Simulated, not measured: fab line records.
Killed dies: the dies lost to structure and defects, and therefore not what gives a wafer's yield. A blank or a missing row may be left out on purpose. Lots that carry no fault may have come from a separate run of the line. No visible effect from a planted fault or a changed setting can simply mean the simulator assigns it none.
fab line records	flow n5Finfet
[record] lots = 6	wafers = 17	lastDay = 17
route steps=1938 shown PASSIVATION@1903
lots with no fault: from the same line, run without faults
startH: hours from the record's first day to the start of the lot's first wafer shown	waitH: hours since the lot's step before	" identical to the entry in the row above	L1.1+2: several wafers, shown together as one row	- no value present, or no start provided	* or withheld: withheld	< > ~ a bound
route shown NAME@n: names a module that has steps shown in the file, with the first one's number in the route	usual: mean/standard deviation taken from wafers without a fault	same: alike in all rows	chamber/n: place in a boat	sites: the reading at each site	_std_site: standard deviation across them	_edge_site: the outer-site mean with the inner-site mean subtracted	radiusMm: how far each site lies from the wafer's centre	mask NAME#n: copy n	behind: the last tool/chamber to shape the wafer	hold: the reason the lot was held/the length of the hold in hours/how it ended	device: the n, p or np transistor that did not switch	end of line: tests run on the same wafers once the route is complete	a step without rows: its recipe alone	killed: at the first sort, the dies lost to defects and structure; wafer yield is something else	map: a wafer's dies, marking killed ones x, the rest . and places with no die _
set.NAME: the setting as run; set.NAME@STEP: as run at that earlier step	model.NAME: the simulator's own value behind a step, which no gauge read
a table for each step, a row for each wafer; lots at some steps of the route
services: a tool's chamber out of use, with start hour (startH, from the record's first day; less than 0 if before it), hours out, and reason
[[steps]]
[step N5_PASSIVATION_DEVELOP_29]
[recipe] developTimeS = 60	rinseLiquid = diw	dry = airSpin	devTempC = 21
[step N5_PASSIVATION_HARDBAKE_31]
[recipe] tempC = 130	timeS = 120
[step N5_PASSIVATION_CD_MEAS_30]
[recipe] targetCdNm = 4000	landingEnergyEv = 500	detector = seInlens	polarity = opening
[usual] cdNm = 3999.7/1.7
lot.wafer	tool	chamber	startH	waitH	cdNm
L412.1	cdSem-03	0	294.34	-	4000.4
L412.4	"	0	"	"	4000.1
L412.5	"	0	"	"	4001.9
L417.4	cdSem-01	0	321.54	-	4001.1
L417.6	"	0	"	"	3996.4
L420.2	cdSem-01	0	337.96	-	4000.8
L420.4	"	0	"	"	3996.5
L420.5	"	0	"	"	3998.7
L418.1	cdSem-02	0	342.64	-	4000.3
L418.2	"	0	"	"	3998.0
L418.3	"	0	"	"	3999.6
L428.1	cdSem-02	0	383.29	-	3998.6
L428.2	"	0	"	"	3998.8
L428.6	"	0	"	"	3996.3
L432.2	cdSem-02	0	412.25	-	4000.0
L432.5	"	0	"	"	4003.0
L432.6	"	0	"	"	3999.8
[step N5_PASSIVATION_OVL_MEAS_63]
[recipe] pointsPerWafer = 44
[usual] PAD_OVL = -3/5.9
lot.wafer	tool	chamber	startH	waitH	PAD_OVL[nm]
L412.1	overlay-01	0	294.37	0.0	11
L412.4	"	0	"	"	-5
L412.5	"	0	"	"	3
L417.4	overlay-02	0	321.57	0.0	-6
L417.6	"	0	"	"	-2
L420.2	overlay-02	0	337.99	0.0	-8
L420.4	"	0	"	"	-6
L420.5	"	0	"	"	-9
L418.1	overlay-02	0	342.67	0.0	2
L418.2	"	0	"	"	2
L418.3	"	0	"	"	-5
L428.1	overlay-02	0	383.34	0.0	-6
L428.2	"	0	"	"	3
L428.6	"	0	"	"	-2
L432.2	overlay-01	0	412.28	0.0	0
L432.5	"	0	"	"	7
L432.6	"	0	"	"	-6
[step N5_PASSIVATION_INSPECT_64]
[recipe] mode = adi	inspectInstrument = macro
[usual] rawDefectCount = 2.0/1.4
lot.wafer	tool	chamber	startH	waitH	rawDefectCount
L412.1	defectInspect-01	-	294.39	0.0	1
L412.4	"	-	"	"	2
L412.5	"	-	"	"	2
L417.4	defectInspect-02	-	321.60	0.0	1
L417.6	"	-	"	"	2
L420.2	defectInspect-02	-	338.01	0.0	2
L420.4	"	-	"	"	1
L420.5	"	-	"	"	3
L418.1	defectInspect-01	-	342.69	0.0	2
L418.2	"	-	"	"	5
L418.3	"	-	"	"	1
L428.1	defectInspect-01	-	383.36	0.0	2
L428.2	"	-	"	"	0
L428.6	"	-	"	"	2
L432.2	defectInspect-01	-	412.31	0.0	5
L432.5	"	-	"	"	2
L432.6	"	-	"	"	3
[step N5_PASSIVATION_DESCUM_32]
[recipe] chemistry = O2	timeS = 7.9	sourcePowerW = 50	biasPowerW = 20	pressureMtorr = 20	rfFrequencyHz = 2.712e+07	tempC = 40	o2FlowSccm = 225
[usual] drypumpMotorCurrentA = 5.7/0.42	oesProductAu = 0.81/0.053	rfVppV = 243.5/1.4	showerheadPlenumPTorr = 2.12/0.07	throttleValvePct = 20.34/0.25
lot.wafer	tool	chamber	startH	waitH	drypumpMotorCurrentA	oesProductAu	rfHoursCounterH	rfVppV	showerheadPlenumPTorr	throttleValvePct
L412.1	rieDiel-02	0	294.42	0.0	6.4	0.87	70	240.9	2.02	20.62
L412.4	"	1	"	"	5.7	0.91	26	243.3	2.12	19.95
L412.5	"	3	"	"	4.9	0.77	-	243.9	2.11	20.20
L417.4	rieDiel-06	0	321.63	0.0	6.2	0.78	105	244.1	2.21	20.21
L417.6	"	3	"	"	5.8	0.79	-	244.8	2.17	20.15
L420.2	rieDiel-06	1	338.93	0.9	6.1	0.72	158	240.5	2.02	20.58
L420.4	"	0	"	"	6.1	0.77	112	243.1	2.21	20.20
L420.5	"	1	"	"	6.1	0.72	-	240.9	2.02	20.58
L418.1	rieDiel-06	1	343.59	0.9	6.1	0.73	160	242.8	2.02	20.60
L418.2	"	2	"	"	5.2	0.81	88	244.7	2.11	20.03
L418.3	"	0	"	"	6.1	0.79	114	244.0	2.21	20.22
L428.1	rieDiel-03	0	383.56	0.2	6.1	0.75	174	244.0	2.07	20.77
L428.2	"	3	"	"	5.6	0.76	130	243.7	2.11	20.44
L428.6	"	0	"	"	6.1	0.75	-	243.2	2.07	20.75
L432.2	rieDiel-02	0	412.34	0.0	6.5	0.82	102	240.2	2.01	20.66
L432.5	"	2	"	"	5.6	0.86	-	241.2	2.04	20.30
L432.6	"	3	"	"	4.9	0.74	-	241.0	2.10	20.24
[step N5_PASSIVATION_AL_ETCH_33]
[recipe] chemistry = Cl2/BCl3	targetDepthA = 28000	overEtchFrac = 0.15	Cl2_flow_sccm = 180	bcl3FlowSccm = 60	target = Al	stopOn = TaN	timeS = 466.7	ionEnergyEv = 100	pressureMtorr = 10	icpW = 900	biasW = 100
[usual] drypumpMotorCurrentA = 5.56/0.29	oesProductAu = 0.68/0.073	throttleValvePct = 34.30/0.21
[same] overEtchFrac = 0.15
lot.wafer	tool	chamber	startH	waitH	drypumpMotorCurrentA	oesProductAu	rfHoursCounterH	throttleValvePct
L412.1	rieMetal-03	0	294.51	0.1	5.74	0.65	65	34.38
L412.4	"	0	"	"	5.76	0.65	-	34.38
L412.5	"	1	"	"	5.11	0.67	-	34.26
L417.4	rieMetal-02	0	322.12	0.5	5.57	0.68	-	34.40
L417.6	"	0	"	"	5.57	0.67	-	34.39
L420.2	rieMetal-03	1	339.02	0.1	5.15	0.66	51	34.27
L420.4	"	1	"	"	5.11	0.66	-	34.32
L420.5	"	1	"	"	5.16	0.65	-	34.28
L418.1	rieMetal-02	1	343.67	0.1	5.55	0.87	2	33.74
L418.2	"	0	"	"	5.58	0.68	52	34.37
L418.3	"	0	"	"	5.59	0.68	-	34.35
L428.1	rieMetal-01	0	383.65	0.1	6.01	0.60	88	34.23
L428.2	"	1	"	"	5.67	0.78	11	34.63
L428.6	"	1	"	"	5.67	0.78	-	34.65
L432.2	rieMetal-03	1	412.56	0.2	5.16	0.65	-	34.30
L432.5	"	1	"	"	5.14	0.65	-	34.31
L432.6	"	1	"	"	5.16	0.65	-	34.25
[step N5_PASSIVATION_ETCH_59]
[recipe] chemistry = Cl2/BCl3	target = TaN	targetDepthA = 650	timeS = 34.9	ionEnergyEv = 100	pressureMtorr = 10	icpW = 900	biasW = 100	Cl2_flow_sccm = 60	bcl3FlowSccm = 30
[usual] drypumpMotorCurrentA = 5.55/0.29	oesProductAu = 0.76/0.086	throttleValvePct = 21.15/0.16
lot.wafer	tool	chamber	startH	waitH	drypumpMotorCurrentA	oesProductAu	rfHoursCounterH	throttleValvePct
L412.1	rieMetal-03	0	294.91	0.3	5.77	0.72	66	21.18
L412.4	"	0	"	"	5.77	0.73	-	21.18
L412.5	"	1	"	"	5.13	0.75	-	21.19
L417.4	rieMetal-02	0	322.61	0.4	5.57	0.76	-	21.16
L417.6	"	0	"	"	5.57	0.76	-	21.15
L420.2	rieMetal-03	1	339.42	0.3	5.15	0.73	51	21.21
L420.4	"	1	"	"	5.15	0.73	-	21.19
L420.5	"	1	"	"	5.14	0.74	-	21.20
L418.1	rieMetal-02	1	344.07	0.3	5.55	0.97	2	20.66
L418.2	"	0	"	"	5.57	0.74	52	21.19
L418.3	"	0	"	"	5.59	0.75	-	21.20
L428.1	rieMetal-01	0	384.05	0.3	6.00	0.67	88	21.24
L428.2	"	1	"	"	5.66	0.87	11	21.26
L428.6	"	1	"	"	5.65	0.86	-	21.25
L432.2	rieMetal-03	1	413.26	0.6	5.12	0.72	-	21.22
L432.5	"	1	"	"	5.14	0.72	-	21.22
L432.6	"	1	"	"	5.12	0.71	-	21.22
[step N5_PASSIVATION_STRIP_34]
[recipe] chemistry = O2	powerW = 600	tempC = 60	pressureMtorr = 30	rfFrequencyHz = 6e+07	biasPowerW = 0	overashFraction = 2	o2FlowSccm = 225
[usual] drypumpMotorCurrentA = 5.7/0.41	oesProductAu = 0.81/0.054	rfVppV = 3.7/1.6	showerheadPlenumPTorr = 2.12/0.069	throttleValvePct = 16.57/0.25
lot.wafer	tool	chamber	startH	waitH	drypumpMotorCurrentA	oesProductAu	rfHoursCounterH	rfVppV	showerheadPlenumPTorr	throttleValvePct
L412.1	rieDiel-02	0	295.03	0.1	6.4	0.85	71	1.4	2.03	16.77
L412.4	"	2	"	"	5.5	0.94	17	4.6	2.06	16.43
L412.5	"	1	"	"	5.7	0.88	-	3.6	2.12	16.22
L417.4	rieDiel-03	3	322.82	0.2	5.6	0.77	104	4.8	2.12	16.57
L417.6	"	1	"	"	5.6	0.85	-	3.7	2.24	16.72
L420.2	rieDiel-03	2	339.53	0.1	5.5	0.81	94	5.4	2.20	16.91
L420.4	"	3	"	"	5.6	0.80	112	0.8	2.12	16.61
L420.5	"	2	"	"	5.5	0.79	-	5.2	2.20	16.85
L418.1	rieDiel-06	0	344.28	0.2	6.1	0.80	114	5.7	2.21	16.46
L418.2	"	1	"	"	6.1	0.72	161	1.2	2.03	16.77
L418.3	"	2	"	"	5.1	0.80	88	1.4	2.12	16.30
L428.1	rieDiel-02	3	384.16	0.1	4.9	0.76	153	2.5	2.11	16.51
L428.2	"	0	"	"	6.4	0.83	92	2.1	2.02	16.86
L428.6	"	1	"	"	5.7	0.89	-	3.5	2.12	16.29
L432.2	rieDiel-02	3	413.44	0.1	4.9	0.76	163	2.5	2.10	16.48
L432.5	"	0	"	"	6.4	0.82	-	2.8	2.02	16.89
L432.6	"	1	"	"	5.7	0.85	-	7.1	2.11	16.29
[step N5_PASSIVATION_STRIP_51]
[recipe] chemistry = postEtchResidueRemover	timeS = 1200	tempC = 72.5
[step N5_PASSIVATION_CLEAN_69]
[recipe] chemistry = IPA	timeS = 180	tempC = 25
[step N5_PASSIVATION_SRD_70]
[recipe] dry = ipaMarangoni	timeS = 30	tempC = 23	rinseLiquid = diw
[step N5_PASSIVATION_PECVD_53]
[recipe] material = SiO2	targetThkA = 8000	tempC = 400	precursor = TEOS/O2	pressureTorr = 6.5	rfW = withheld	teosFlowSccm = withheld	gas = O2	flowSccm = 2650	timeS = 169.4
[usual] runLengthS = 197.5/0.52
lot.wafer	tool	chamber	startH	waitH	runLengthS	model.SiO2_of_PASSIVATION_PECVD_53.thkNm
L412.1	pecvd-04	0	295.53	0.0	197.3	788.6
L412.4	"	2	"	"	197.3	806
L412.5	"	0	"	"	197.8	805.6
L417.4	pecvd-03	0	323.37	0.1	197.2	803
L417.6	"	1	"	"	197.1	802
L420.2	pecvd-03	2	340.03	0.0	205.2	827.8
L420.4	"	1	"	"	197.3	789.8
L420.5	"	1	"	"	196.8	801
L418.1	pecvd-03	0	344.79	0.0	204.7	829.2
L418.2	"	2	"	"	205.7	830.6
L418.3	"	1	"	"	197.7	781.2
L428.1	pecvd-01	1	385.14	0.0	198.3	806
L428.2	"	0	"	"	198.1	797.6
L428.6	"	0	"	"	198.5	803.8
L432.2	pecvd-04	0	413.94	0.0	196.9	805
L432.5	"	1	"	"	196.6	812.6
L432.6	"	2	"	"	197.5	817.4
[step N5_PASSIVATION_PECVD_35]
[recipe] material = SiNx	targetThkA = 7000	tempC = 400	precursor = SiH4/NH3/N2	pressureTorr = 4.9	rfW = 1406	timeS = 151.3
[usual] heaterPowerOuterW = 153/70	heaterPowerW = 361/120	runLengthS = 195.5/0.57	showerheadPlenumPTorr = 8.68/0.054	throttleValvePct = 28.7/1.4
lot.wafer	tool	chamber	startH	waitH	heaterPowerOuterW	heaterPowerW	runLengthS	showerheadPlenumPTorr	throttleValvePct
L412.1	pecvd-04	0	295.64	0.1	139	323	195.4	8.61	29.1
L412.4	"	2	"	"	18	158	195.5	8.70	26.7
L412.5	"	0	"	"	172	380	195.1	8.61	28.6
L417.4	pecvd-03	0	323.48	0.1	183	407	195.6	8.64	30.6
L417.6	"	1	"	"	232	518	194.9	8.68	29.7
L420.2	pecvd-03	2	340.20	0.1	123	316	195.9	8.80	27.5
L420.4	"	1	"	"	225	502	195.1	8.67	29.8
L420.5	"	1	"	"	237	538	194.7	8.71	29.7
L418.1	pecvd-03	0	344.90	0.1	189	418	195.4	8.66	30.4
L418.2	"	2	"	"	164	346	196.1	8.80	27.5
L418.3	"	1	"	"	223	501	194.6	8.72	29.8
L428.1	pecvd-01	1	385.25	0.1	67	203	196.0	8.68	30.4
L428.2	"	0	"	"	250	575	196.0	8.69	26.9
L428.6	"	0	"	"	286	599	196.7	8.69	26.9
L432.2	pecvd-04	0	414.05	0.1	157	356	195.8	8.58	29.2
L432.5	"	1	"	"	122	304	194.6	8.65	29.5
L432.6	"	2	"	"	82	249	195.4	8.70	27.1
[step N5_PASSIVATION_PROBE_49]
[usual] defectLimitedYield = 91.2/1.5	killed_at_M0_to_M3 = 36/10	killed_at_M4_up = 13/6	killedAtContacts = 11/5.2	killedAtFrontEnd = 40/11	killedAtOther = 3.1/2.9	killedDies = 104/17	killedOpen = 66/12	killedShort = 34/7.7	sort_bin_5_function = 5.1/0.91	sort_bin_6_memory = 3.2/0.67	sort_bin_8_speed = 0.00/0.0074	sortNPass = 1076/17	sortYieldPct = 91.2/1.5
[same] grossDies = 1180	killedAtBackSide = 0	sort_bin_4_leakage[%] = 0
lot.wafer	tool	chamber	startH	waitH	defectLimitedYield[%]	killed_at_M0_to_M3	killed_at_M4_up	killedAtContacts	killedAtFrontEnd	killedAtOther	killedDies	killedOpen	killedShort	sort_bin_5_function[%]	sort_bin_6_memory[%]	sort_bin_8_speed[%]	sortNPass	sortYieldPct[%]
L412.1	prober-02	-	299.46	0.0	93.6	20	15	17	23	1	76	42	32	4.5	1.8	0	1104	93.6
L412.4	prober-02	-	299.61	0.2	93.5	35	10	13	15	4	77	53	21	4.3	2.0	0	1103	93.5
L412.5	prober-02	-	299.66	0.2	92.4	23	27	12	27	1	90	56	26	5.2	2.3	0	1090	92.4
L420.2	prober-02	-	344.56	0.1	90.4	31	8	20	44	10	113	63	31	5.8	2.7	0	1067	90.4
L418.1	prober-02	-	348.67	0.0	89.2	32	13	19	48	15	127	72	38	6.2	3.8	0	1053	89.2
L418.2	prober-02	-	348.72	0.1	92.0	31	7	5	37	14	94	57	24	4.9	2.6	0	1086	92.0
L428.1	prober-02	-	389.66	0.0	91.0	23	20	7	47	9	106	66	38	4.9	3.8	0	1074	91.0
L428.2	prober-02	-	389.71	0.1	90.8	18	33	8	45	4	108	63	45	6.0	2.8	0	1072	90.8
L428.6	prober-02	-	389.91	0.3	92.6	13	19	19	32	4	87	56	30	4.5	2.5	0	1093	92.6
// killed by level:class
L412.1 MOL_CONTACT_COAG:geometricParticle:open=10 MOL_CONTACT_COAG:geometricParticle:short=7 ILD0:geometricParticle:short=5 BEOL_M5:geometricParticle:open=4 GATE_CUT:geometricParticle:short=4 BEOL_M0_SAQP:geometricParticle:open=4 BEOL_M3:geometricParticle:open=4 FIN_SAQP:geometricParticle:short=3
L412.4 BEOL_M0_SAQP:geometricParticle:open=11 MOL_CONTACT_COAG:geometricParticle:open=10 BEOL_M0_SAQP:geometricParticle:short=8 BEOL_M1:geometricParticle:open=7 BEOL_M4:geometricParticle:open=6 STI_FIN_REVEAL:geometricParticle:open=4 FIN_SAQP:geometricParticle:open=3 MOL_CONTACT_COAG:geometricParticle:short=3
L412.5 BEOL_M4:geometricParticle:open=14 MOL_CONTACT_COAG:geometricParticle:open=8 FIN_SAQP:geometricParticle:open=6 BEOL_M0_SAQP:geometricParticle:short=6 BEOL_M3:geometricParticle:open=6 MOL_CONTACT_COAG:geometricParticle:short=4 BEOL_M2:geometricParticle:open=4 STARTING-WAFER:geometricParticle:short=4
L420.2 STI_FIN_REVEAL:geometricParticle:open=15 MOL_CONTACT_COAG:geometricParticle:open=14 BEOL_M0_SAQP:geometricParticle:open=8 PASSIVATION:areaPecvd=8 HKMG_FIN:areaEtch=7 FIN_SAQP:geometricParticle:short=6 MOL_CONTACT_COAG:geometricParticle:short=6 BEOL_M0_SAQP:geometricParticle:short=6
L418.1 MOL_CONTACT_COAG:geometricParticle:open=16 FIN_SAQP:geometricParticle:open=12 BEOL_M1:geometricParticle:open=10 PASSIVATION:areaPecvd=10 FIN_SAQP:geometricParticle:short=8 BEOL_M0_SAQP:geometricParticle:open=5 MIM_BOT:geometricParticle:short=5 BEOL_M4:geometricParticle:open=5
L418.2 PASSIVATION:areaPecvd=13 FIN_SAQP:geometricParticle:open=11 FIN_SAQP:geometricParticle:short=10 BEOL_M1:geometricParticle:open=10 BEOL_M0_SAQP:geometricParticle:open=5 BEOL_M0_SAQP:geometricParticle:short=4 MOL_CONTACT_COAG:geometricParticle:open=4 BEOL_M2:geometricParticle:open=4
L428.1 FIN_SAQP:geometricParticle:open=9 DUMMY_GATE:geometricParticle:open=7 BEOL_M2:geometricParticle:open=7 STI_FIN_REVEAL:geometricParticle:open=6 ILD0:geometricParticle:short=6 BEOL_M4:geometricParticle:open=6 BEOL_M0_SAQP:geometricParticle:open=5 GATE_CUT:geometricParticle:open=4
L428.2 BEOL_M4:geometricParticle:open=11 FIN_SAQP:geometricParticle:short=8 STI_FIN_REVEAL:geometricParticle:short=7 BEOL_M2:geometricParticle:open=6 FIN_SAQP:geometricParticle:open=5 STI_FIN_REVEAL:geometricParticle:open=5 MOL_CONTACT_COAG:geometricParticle:open=5 ILD0:geometricParticle:short=5
L428.6 MOL_CONTACT_COAG:geometricParticle:open=16 FIN_SAQP:geometricParticle:open=7 ILD0:geometricParticle:short=6 ILD0:geometricParticle:open=5 BEOL_M4:geometricParticle:open=4 BEOL_M5:geometricParticle:short=4 BEOL_M6:geometricParticle:open=4 STI_FIN_REVEAL:geometricParticle:open=3
// map L418.1 (x killed, . not)
_________________............________________
______________..x..............._____________
___________x..............x........__________
__________....x..x.......xx........._________
________...x.x.x.x....x..............._______
_______..x..................x.........x______
______................................x._____
_____.....x......x..x................x...____
____...x........x.........................___
___.......x................................__
___..x.xx.................x............x...__
__.x........x........x.x...x..x............._
__..........x.x..xx.......x................._
_...x.x.....................x...........x....
_.x..................x.....x...x...........x.
_........x..........x....xx.x..x...........x.
_..x............x....x...x............x....x.
_xx.............x.x...xx.....................
_...x...........x...x......x.........x.....x.
_...........x...xx.x.x.....................x.
_.............x....x....x.........x..........
__................x.....x.........x..x.....x_
__...x..x.......x.......x..........xx......._
___.............................x....x.....__
___..x..........xx.x......x.....x....x.....__
____................x......x..............___
_____...........x.................x....x.____
______.............x.......x....x.x....._____
_______..........x.....................______
________.x.............x....x.......xx_______
__________...x.......x.......x......_________
___________x.......x........x......__________
______________..............x..._____________
_________________x..........x________________
// map L420.5 (x killed, . not)
_________________....x.......________________
______________x........x......xx_____________
___________.........x..........x...__________
__________...x......................_________
________...........x................x._______
_______.............x...x.x...........x______
______....x....x.......x..x............._____
_____.......x.....................x......____
____x..x......x........x.............xx...___
___.........x.............x........x......x__
___......x.x.........x....x................__
__.....................................x.x.._
__.................x........................_
_....................x.....x............xx.x.
_................xx......................x...
_.x........................x...x.x...x....xx.
_...xx.........x.........x.....x....x........
_.........x.x............x.............x..x..
_x..........x.....x...x....x.....x.....x.....
_................x..x.........x...x.....x..x.
_..x.................x..x.....x...x....x.....
__....x........................x............_
__......................xx................x._
___...........xx...................x.......__
___..x.......................x.............__
____.xx...............x...................___
_____......x..................x..........____
______x....................x.........x.._____
_______.........x.....x.............x..______
________....xx......x...x............._______
__________....xx....x....x.....x..x._________
___________.x....x.......x.........__________
______________................x._____________
_________________..........x.________________
[[services]]
tool	chamber	startH	hours	kind
rieMetal-02	1	290.19	-	clean
rieMetal-02	1	290.19	33.3	scheduledDown
rieMetal-02	1	290.19	33.3	ventCycle
rieDiel-06	-	307.32	2.8	pm
pecvd-01	-	318.31	6.0	pm
rieDiel-02	-	329.88	24.2	repair
pecvd-03	0	330.27	10.9	repair
pecvd-01	0	378.85	2.1	scheduledDown
pecvd-04	2	382.38	2.1	scheduledDown
pecvd-03	1	383.62	-	clean
pecvd-03	1	383.62	-	consumableReplace:showerhead
pecvd-03	1	383.62	29.0	scheduledDown
pecvd-03	1	383.62	29.0	ventCycle
rieDiel-06	2	386.98	7.8	repair
rieMetal-01	-	395.15	0.6	repair
[[key]]
[firstSign] step = N5_PASSIVATION_PECVD_53	reading = runLengthS	direction = up	sigmas = 15	usual = *	struck = *
[effect] step = N5_PASSIVATION_PROBE_49	reading = killedAtOther	direction = up	sigmas = 3.4	usual = 3.1	struck = 13
[modelEffect] step = N5_PASSIVATION_PECVD_53	value = SiO2_of_PASSIVATION_PECVD_53.thkNm	without = 793.2	struck = 829.2
metAt N5_PASSIVATION_PECVD_53
struckWafers L418.1,L418.2,L420.2
[baselineLoss] step = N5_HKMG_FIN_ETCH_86	wafers = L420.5
onsetBetween 323.37 340.03
[fault] kind = processParameterDrift	tool = pecvd-03	chamber = -	onsetH = 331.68	steps = N5_PASSIVATION_PECVD_53	channel = timeS	offset = *	shape = step	endH = 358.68	scope = struckWafersOnly	actsIn = *	stated = *
// baselineLoss: these wafers lose ten dies or more at that step, a loss of the line's own and not of a fault; the sort's usual values leave them out
